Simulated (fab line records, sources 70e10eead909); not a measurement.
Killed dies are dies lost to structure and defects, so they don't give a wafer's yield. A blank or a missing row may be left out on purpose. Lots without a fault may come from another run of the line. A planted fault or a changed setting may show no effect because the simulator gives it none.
Chamber matching | flow nand_harc | NHARC_A_BONDPAD_STRIP_15 on rie_diel-10: 4 sister chambers
The step strips in O2. 4 wafers are shown with their chamber, then 9 later ones without.

WAFERS WITH THEIR CHAMBER
wafer  | chamber | showerhead_plenum_p_Torr (Torr)
L446.4 | 2       | 3.46
L447.1 | 1       | 3.61
L447.3 | 3       | 3.52
L447.6 | 0       | 3.55

WAFERS WITHOUT THEIR CHAMBER
wafer  | showerhead_plenum_p_Torr (Torr)
L450.2 | 3.53
L450.4 | 3.46
L450.5 | 3.61
L451.2 | 3.61
L451.3 | 3.52
L451.4 | 3.46
L456.3 | 3.55
L456.4 | 3.61
L456.6 | 3.46

WHICH CHAMBER EACH WENT THROUGH
wafer  | from the rows above | in truth
L450.2 | 3                   | 3
L450.4 | 2                   | 2
L450.5 | 1                   | 1
L451.2 | 1                   | 1
L451.3 | 3                   | 3
L451.4 | 2                   | 2
L456.3 | 0                   | 0
L456.4 | 1                   | 1
L456.6 | 2                   | 2
Placed correctly: 9 of 9. Can't be placed from these rows: 0. Placed wrongly: 0.
How it was worked out, from the rows above alone: a wafer's distance from a chamber is the root of the sum, over the readings, of the square of ((its reading less the chamber's mean) divided by the reading's scatter). The wafer belongs to the nearest chamber; if the next one is less than 2 further off, it can't be placed. A chamber's mean is the mean of its shown wafers. The scatter: with one shown wafer a chamber, the root of the mean of the squares of how far each hidden wafer lies from its nearest shown one.
